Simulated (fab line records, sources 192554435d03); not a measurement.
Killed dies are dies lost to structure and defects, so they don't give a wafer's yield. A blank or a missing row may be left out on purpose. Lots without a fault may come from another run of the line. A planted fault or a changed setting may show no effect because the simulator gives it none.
Which tool did it? | flow n5_finfet | 24 lots, 72 wafers sampled, at 6 steps of a route of 1938

WHAT THE GAUGES READ, wafer by wafer
N5_BEOL_M6_OVL_MEAS_29. Usual: V5_OVL -0.2 nm, standard deviation 0.6.
lot  | measured     | on         | V5_OVL (nm)    | flag
L075 | day 9 08:19  | overlay-02 | -0.7 0.0 0.1   |
L074 | day 9 08:22  | overlay-01 | -0.2 -0.6 0.0  |
L076 | day 9 10:34  | overlay-02 | 0.2 -0.3 0.1   |
L077 | day 9 16:37  | overlay-01 | 0.2 0.2 0.0    |
L078 | day 9 16:41  | overlay-02 | -0.3 -0.2 0.1  |
L079 | day 9 19:41  | overlay-02 | -0.9 0.1 -0.5  |
L080 | day 10 09:42 | overlay-02 | -0.9 -1.7 -1.8 |
L081 | day 10 14:17 | overlay-02 | 0.3 -0.7 -0.4  |
L082 | day 11 03:16 | overlay-02 | 0.5 0.4 -0.1   |
L083 | day 11 11:05 | overlay-02 | -0.2 -0.7 0.4  |
L084 | day 11 14:24 | overlay-01 | -0.8 -0.6 0.1  |
L085 | day 11 18:14 | overlay-01 | 0.4 0.2 0.3    |
L087 | day 12 07:19 | overlay-02 | 0.7 0.3 0.1    |
L088 | day 12 07:22 | overlay-02 | -0.8 -0.3 -1.1 |
L089 | day 12 10:01 | overlay-01 | -0.3 -1.2 -0.9 |
L086 | day 12 09:51 | overlay-02 | 0.1 0.0 -0.8   |
L090 | day 12 21:03 | overlay-01 | -0.3 -0.5 -0.1 |
L092 | day 13 09:35 | overlay-01 | 0.1 0.9 -0.6   |
L091 | day 13 10:54 | overlay-02 | 0.4 -0.5 0.2   |
L093 | day 13 13:48 | overlay-02 | -1.4 -0.9 -0.6 |
L094 | day 13 22:03 | overlay-01 | 0.1 -0.6 -1.0  |
L095 | day 13 23:36 | overlay-01 | -0.3 0.3 0.2   |
L096 | day 14 06:13 | overlay-01 | 0.3 0.9 0.4    |
L097 | day 14 10:29 | overlay-02 | -1.0 -0.8 -1.0 |

WHICH TOOL RAN EACH LOT (tool, then ch and the chambers of the sampled wafers, then the start)
lot  | N5_BEOL_M5_ETCH_41                            | N5_BEOL_M5_SPUTTER_90        | N5_BEOL_M5_DEP_56               | N5_BEOL_M6_PECVD_70             | N5_BEOL_M6_HM_DEP_02
L075 | rie_diel-02 ch 0,3, day 9 02:10 or earlier    | pvd_sputter-01, day 9 02:10  | pecvd-02 ch 1,2, day 9 03:09    | pecvd-03 ch 0,2, day 9 03:53    | pvd_sputter-02, day 9 04:48
L074 | rie_diel-04 ch 0,1,3, day 9 03:41 or earlier  | pvd_sputter-02, day 9 03:41  | pecvd-02 ch 0,1, day 9 04:40    | pecvd-03 ch 0,1, day 9 05:53    | pvd_sputter-03, day 9 06:13
L076 | rie_diel-04 ch 0,1,3, day 9 05:01 or earlier  | pvd_sputter-03, day 9 05:01  | pecvd-03 ch 0,2, day 9 06:15    | pecvd-01 ch 0,1,2, day 9 07:00  | pvd_sputter-01, day 9 08:32
L077 | rie_diel-04 ch 0,2, day 9 10:07 or earlier    | pvd_sputter-02, day 9 10:07  | pecvd-04 ch 0, day 9 11:09      | pecvd-02 ch 0,2, day 9 12:07    | pvd_sputter-03, day 9 13:24
L078 | rie_diel-02 ch 0,3, day 9 12:37 or earlier    | pvd_sputter-03, day 9 12:37  | pecvd-02 ch 0,1,2, day 9 13:37  | pecvd-03 ch 0,1,2, day 9 14:22  | pvd_sputter-03, day 9 14:37
L079 | rie_diel-06 ch 1,2,3, day 9 15:16 or earlier  | pvd_sputter-02, day 9 15:16  | pecvd-03 ch 0,1,2, day 9 16:47  | pecvd-03 ch 1,2, day 9 18:00    | pvd_sputter-03, day 9 18:04
L080 | rie_diel-04 ch 0,2, day 10 04:22 or earlier   | pvd_sputter-02, day 10 04:22 | pecvd-04 ch 0,1, day 10 05:37   | pecvd-02 ch 0,1,2, day 10 06:51 | pvd_sputter-01, day 10 07:15
L081 | rie_diel-04 ch 0,1, day 10 09:25 or earlier   | pvd_sputter-03, day 10 09:25 | pecvd-02 ch 0,1,2, day 10 10:24 | pecvd-01 ch 0,2, day 10 12:01   | pvd_sputter-03, day 10 12:11
L082 | rie_diel-04 ch 0,2,3, day 10 22:22 or earlier | pvd_sputter-01, day 10 22:22 | pecvd-02 ch 0,2, day 10 23:28   | pecvd-03 ch 1,2, day 11 00:14   | pvd_sputter-03, day 11 01:53
L083 | rie_diel-06 ch 0,2,3, day 11 03:42 or earlier | pvd_sputter-02, day 11 03:42 | pecvd-04 ch 0,1, day 11 05:59   | pecvd-02 ch 0,2, day 11 06:44   | pvd_sputter-02, day 11 07:10
L084 | rie_diel-02 ch 0,1,2, day 11 10:53 or earlier | pvd_sputter-03, day 11 10:53 | pecvd-03 ch 0,2, day 11 11:53   | pecvd-01 ch 0,1, day 11 12:37   | pvd_sputter-02, day 11 12:52
L085 | rie_diel-06 ch 1,2,3, day 11 11:41 or earlier | pvd_sputter-02, day 11 11:41 | pecvd-02 ch 0,1,2, day 11 12:52 | pecvd-03 ch 0,1, day 11 13:36   | pvd_sputter-03, day 11 14:49
L087 | rie_diel-06 ch 1,2,3, day 11 22:22 or earlier | pvd_sputter-02, day 11 22:22 | pecvd-03 ch 1,2, day 12 00:14   | pecvd-03 ch 0,1,2, day 12 00:59 | pvd_sputter-01, day 12 04:25
L088 | rie_diel-04 ch 0,1,2, day 12 02:28 or earlier | pvd_sputter-03, day 12 02:28 | pecvd-04 ch 0,1,2, day 12 03:28 | pecvd-02 ch 0,1, day 12 04:13   | pvd_sputter-01, day 12 04:37
L089 | rie_diel-06 ch 1,2,3, day 12 03:36 or earlier | pvd_sputter-01, day 12 03:36 | pecvd-03 ch 1,2, day 12 04:35   | pecvd-02 ch 0,1,2, day 12 05:49 | pvd_sputter-03, day 12 07:48
L086 | rie_diel-04 ch 0,3, day 12 04:24 or earlier   | pvd_sputter-02, day 12 04:24 | pecvd-03 ch 1,2, day 12 05:25   | pecvd-03 ch 1,2, day 12 06:09   | pvd_sputter-03, day 12 07:59
L090 | rie_diel-06 ch 1,3, day 12 15:10 or earlier   | pvd_sputter-03, day 12 15:10 | pecvd-03 ch 0,2, day 12 16:09   | pecvd-03 ch 0,1,2, day 12 18:22 | pvd_sputter-01, day 12 19:22
L092 | rie_diel-06 ch 0,2, day 13 01:32 or earlier   | pvd_sputter-01, day 13 01:32 | pecvd-03 ch 0,1, day 13 02:31   | pecvd-03 ch 0,1,2, day 13 03:16 | pvd_sputter-03, day 13 04:52
L091 | rie_diel-02 ch 0,1,2, day 13 05:56 or earlier | pvd_sputter-02, day 13 05:56 | pecvd-03 ch 0,1,2, day 13 06:59 | pecvd-01 ch 0,1,2, day 13 07:44 | pvd_sputter-02, day 13 09:38
L093 | rie_diel-02 ch 0,1, day 13 09:41 or earlier   | pvd_sputter-01, day 13 09:41 | pecvd-03 ch 1,2, day 13 10:40   | pecvd-01 ch 1,2, day 13 11:26   | pvd_sputter-02, day 13 11:38
L094 | rie_diel-02 ch 1,2, day 13 16:05 or earlier   | pvd_sputter-01, day 13 16:05 | pecvd-02 ch 1,2, day 13 17:05   | pecvd-01 ch 0,1,2, day 13 17:50 | pvd_sputter-02, day 13 19:06
L095 | rie_diel-04 ch 0,2, day 13 18:41 or earlier   | pvd_sputter-02, day 13 18:41 | pecvd-02 ch 0,2, day 13 19:40   | pecvd-02 ch 0,2, day 13 20:26   | pvd_sputter-01, day 13 22:00
L096 | rie_diel-04 ch 1,3, day 14 01:01 or earlier   | pvd_sputter-02, day 14 01:01 | pecvd-04 ch 1,2, day 14 02:22   | pecvd-03 ch 0,1, day 14 03:08   | pvd_sputter-02, day 14 04:13
L097 | rie_diel-06 ch 2,3, day 14 06:14 or earlier   | pvd_sputter-01, day 14 06:14 | pecvd-04 ch 1,2, day 14 07:15   | pecvd-02 ch 0,1,2, day 14 08:01 | pvd_sputter-03, day 14 08:15
- N5_BEOL_M5_ETCH_41: etches SiCN in CH3F/O2, target depth 31.5 nm, time 56.7 s.
- N5_BEOL_M5_SPUTTER_90: material Cu, target thk 4.5 nm, time 8.29 s.
- N5_BEOL_M5_DEP_56: deposits SiCN from 3MS/NH3, target thk 8 nm, time 14 s.
- N5_BEOL_M6_PECVD_70: deposits SiO2 from TEOS/O2, target thk 20 nm, time 22.7 s.
- N5_BEOL_M6_HM_DEP_02: deposits TiN, target thk 20 nm.

WHAT THE TOOLS THEMSELVES READ (means of the sampled wafers that have a number; where no wafer has one, the mark that the record gives instead)
N5_BEOL_M5_ETCH_41. Usual: drypump_motor_current_A 5.86 A, standard deviation 0.26; oes_product_au 0.78 a.u., standard deviation 0.09; rf_vpp_V 297.7 V, standard deviation 1.6; showerhead_plenum_p_Torr 2.02 Torr, standard deviation 0.064; throttle_valve_pct 16.42 %, standard deviation 0.29.
lot  | tool        | drypump_motor_current_A (A) | oes_product_au (a.u.) | rf_vpp_V (V) | showerhead_plenum_p_Torr (Torr) | throttle_valve_pct (%) | flag
L075 | rie_diel-02 | 5.93                        | 0.73                  | 297.9        | 2.02                            | 16.57                  |
L074 | rie_diel-04 | 5.83                        | 0.81                  | 298.8        | 2.06                            | 16.50                  |
L076 | rie_diel-04 | 5.83                        | 0.81                  | 299.4        | 2.06                            | 16.51                  |
L077 | rie_diel-04 | 5.81                        | 0.85                  | 297.8        | 1.99                            | 16.00                  |
L078 | rie_diel-02 | 5.92                        | 0.72                  | 297.8        | 2.02                            | 16.57                  |
L079 | rie_diel-06 | 5.96                        | 0.74                  | 298.0        | 2.02                            | 16.43                  |
L080 | rie_diel-04 | 5.83                        | 0.80                  | 298.0        | 2.03                            | 16.32                  |
L081 | rie_diel-04 | 6.12                        | 0.87                  | 299.3        | 2.11                            | 16.45                  |
L082 | rie_diel-04 | 5.71                        | 0.79                  | 296.1        | 2.00                            | 16.31                  |
L083 | rie_diel-06 | 5.91                        | 0.72                  | 297.1        | 2.02                            | 16.57                  |
L084 | rie_diel-02 | 5.77                        | 0.73                  | 296.7        | 1.96                            | 16.50                  |
L085 | rie_diel-06 | 5.95                        | 0.83                  | 297.5        | 2.02                            | 16.30                  |
L087 | rie_diel-06 | 5.95                        | 0.82                  | 297.9        | 2.02                            | 16.31                  |
L088 | rie_diel-04 | 5.97                        | 0.83                  | 298.6        | 2.05                            | 16.25                  |
L089 | rie_diel-06 | 5.94                        | 0.82                  | 298.0        | 2.02                            | 16.31                  |
L086 | rie_diel-04 | 5.59                        | 0.72                  | 297.2        | 2.00                            | 16.62                  |
L090 | rie_diel-06 | 6.08                        | 0.83                  | 296.0        | 1.97                            | 16.28                  |
L092 | rie_diel-06 | 5.79                        | 0.79                  | 298.6        | 2.05                            | 16.47                  |
L091 | rie_diel-02 | 5.77                        | 0.72                  | 296.9        | 1.96                            | 16.53                  |
L093 | rie_diel-02 | 5.95                        | 0.70                  | 297.5        | 1.98                            | 16.71                  |
L094 | rie_diel-02 | 5.51                        | 0.72                  | 296.9        | 1.93                            | 16.41                  |
L095 | rie_diel-04 | 5.83                        | 0.78                  | 298.1        | 2.02                            | 16.36                  |
L096 | rie_diel-04 | 5.98                        | 0.83                  | 297.9        | 2.07                            | 16.47                  |
L097 | rie_diel-06 | 6.01                        | 0.75                  | 296.2        | 1.97                            | 16.52                  |

N5_BEOL_M5_SPUTTER_90. Usual: throttle_valve_pct 30.4 %, standard deviation 0.78.
lot  | tool           | throttle_valve_pct (%) | flag
L075 | pvd_sputter-01 | 30.6                   |
L074 | pvd_sputter-02 | 29.7                   |
L076 | pvd_sputter-03 | 30.8                   |
L077 | pvd_sputter-02 | 30.1                   |
L078 | pvd_sputter-03 | 31.0                   |
L079 | pvd_sputter-02 | 29.8                   |
L080 | pvd_sputter-02 | 30.0                   |
L081 | pvd_sputter-03 | 30.8                   |
L082 | pvd_sputter-01 | 30.3                   |
L083 | pvd_sputter-02 | 29.7                   |
L084 | pvd_sputter-03 | 31.2                   |
L085 | pvd_sputter-02 | 29.6                   |
L087 | pvd_sputter-02 | 30.4                   |
L088 | pvd_sputter-03 | 31.1                   |
L089 | pvd_sputter-01 | 30.0                   |
L086 | pvd_sputter-02 | 30.3                   |
L090 | pvd_sputter-03 | 31.0                   |
L092 | pvd_sputter-01 | 30.6                   |
L091 | pvd_sputter-02 | 29.8                   |
L093 | pvd_sputter-01 | 29.9                   |
L094 | pvd_sputter-01 | 30.2                   |
L095 | pvd_sputter-02 | 30.2                   |
L096 | pvd_sputter-02 | 29.6                   |
L097 | pvd_sputter-01 | 29.9                   |

N5_BEOL_M5_DEP_56. Usual: showerhead_plenum_p_Torr 3.664 Torr, standard deviation 0.014; throttle_valve_pct 8.9 %, standard deviation 0.54.
lot  | tool     | showerhead_plenum_p_Torr (Torr) | throttle_valve_pct (%) | flag
L075 | pecvd-02 | 3.657                           | 8.4                    |
L074 | pecvd-02 | 3.649                           | 9.1                    |
L076 | pecvd-03 | 3.676                           | 8.9                    |
L077 | pecvd-04 | 3.664                           | 9.0                    |
L078 | pecvd-02 | 3.651                           | 8.7                    |
L079 | pecvd-03 | 3.667                           | 8.9                    |
L080 | pecvd-04 | 3.663                           | 9.5                    |
L081 | pecvd-02 | 3.657                           | 8.9                    |
L082 | pecvd-02 | 3.646                           | 9.2                    |
L083 | pecvd-04 | 3.666                           | 9.7                    |
L084 | pecvd-03 | 3.677                           | 9.2                    |
L085 | pecvd-02 | 3.652                           | 8.8                    |
L087 | pecvd-03 | 3.663                           | 8.6                    |
L088 | pecvd-04 | 3.671                           | 9.1                    |
L089 | pecvd-03 | 3.664                           | 8.5                    |
L086 | pecvd-03 | 3.662                           | 8.6                    |
L090 | pecvd-03 | 3.687                           | 9.0                    |
L092 | pecvd-03 | 3.661                           | 9.0                    |
L091 | pecvd-03 | 3.666                           | 8.7                    |
L093 | pecvd-03 | 3.667                           | 8.7                    |
L094 | pecvd-02 | 3.651                           | 8.4                    |
L095 | pecvd-02 | 3.648                           | 9.1                    |
L096 | pecvd-04 | 3.670                           | 8.9                    |
L097 | pecvd-04 | 3.677                           | 9.0                    |

N5_BEOL_M6_PECVD_70. Usual: heater_power_w 782 W, standard deviation 110; showerhead_plenum_p_Torr 8.76 Torr, standard deviation 0.097; throttle_valve_pct 22.0 %, standard deviation 1.2.
lot  | tool     | heater_power_w (W) | showerhead_plenum_p_Torr (Torr) | throttle_valve_pct (%) | flag
L075 | pecvd-03 | 785                | 8.85                            | 22.5                   |
L074 | pecvd-03 | 788                | 8.83                            | 22.7                   |
L076 | pecvd-01 | 742                | 8.72                            | 22.5                   |
L077 | pecvd-02 | 879                | 8.75                            | 21.8                   |
L078 | pecvd-03 | 788                | 8.80                            | 21.7                   |
L079 | pecvd-03 | 628                | 8.73                            | 21.1                   |
L080 | pecvd-02 | 829                | 8.74                            | 21.7                   |
L081 | pecvd-01 | 669                | 8.62                            | 21.7                   |
L082 | pecvd-03 | 670                | 8.75                            | 21.0                   |
L083 | pecvd-02 | 979                | 8.70                            | 22.6                   |
L084 | pecvd-01 | 757                | 8.82                            | 23.3                   |
L085 | pecvd-03 | 778                | 8.82                            | 22.5                   |
L087 | pecvd-03 | 724                | 8.79                            | 21.8                   |
L088 | pecvd-02 | 938                | 8.71                            | 22.7                   |
L089 | pecvd-02 | 899                | 8.73                            | 21.6                   |
L086 | pecvd-03 | 741                | 8.76                            | 21.1                   |
L090 | pecvd-03 | 726                | 8.78                            | 21.9                   |
L092 | pecvd-03 | 716                | 8.81                            | 21.8                   |
L091 | pecvd-01 | 692                | 8.72                            | 22.7                   |
L093 | pecvd-01 | 783                | 8.84                            | 22.8                   |
L094 | pecvd-01 | 736                | 8.73                            | 22.6                   |
L095 | pecvd-02 | 984                | 8.75                            | 22.1                   |
L096 | pecvd-03 | 745                | 8.83                            | 22.8                   |
L097 | pecvd-02 | 853                | 8.73                            | 21.8                   |

N5_BEOL_M6_HM_DEP_02. Usual: throttle_valve_pct 30.6 %, standard deviation 0.77.
lot  | tool           | throttle_valve_pct (%) | flag
L075 | pvd_sputter-02 | 29.6                   |
L074 | pvd_sputter-03 | 31.2                   |
L076 | pvd_sputter-01 | 29.7                   |
L077 | pvd_sputter-03 | 31.3                   |
L078 | pvd_sputter-03 | 31.3                   |
L079 | pvd_sputter-03 | 30.8                   |
L080 | pvd_sputter-01 | 29.9                   |
L081 | pvd_sputter-03 | 31.0                   |
L082 | pvd_sputter-03 | 31.3                   |
L083 | pvd_sputter-02 | 30.0                   |
L084 | pvd_sputter-02 | 30.5                   |
L085 | pvd_sputter-03 | 31.4                   |
L087 | pvd_sputter-01 | 30.3                   |
L088 | pvd_sputter-01 | 30.0                   |
L089 | pvd_sputter-03 | 30.9                   |
L086 | pvd_sputter-03 | 31.3                   |
L090 | pvd_sputter-01 | 30.3                   |
L092 | pvd_sputter-03 | 31.5                   |
L091 | pvd_sputter-02 | 30.3                   |
L093 | pvd_sputter-02 | 30.9                   |
L094 | pvd_sputter-02 | 29.4                   |
L095 | pvd_sputter-01 | 30.7                   |
L096 | pvd_sputter-02 | 29.5                   |
L097 | pvd_sputter-03 | 31.4                   |

THE ANSWER, worked out from the rows above alone
Rule: a lot is off if the mean of its wafers that have a number lies more than 3 standard deviations from the usual mean. A lot without any number at a reading at which 4 lots or more have one is off too. The other lots that the step has rows for count as sound. The gauges are gone through in route order, then the tools' own readings, and for those a lot's mean is taken as printed above. The first step at which some lot is off is used, and at that step the reading that is off furthest; a lot without a number counts as furthest.
No lot is off at any reading shown: from this, nothing can be told.

WHAT THE SIMULATOR HAD PUT IN
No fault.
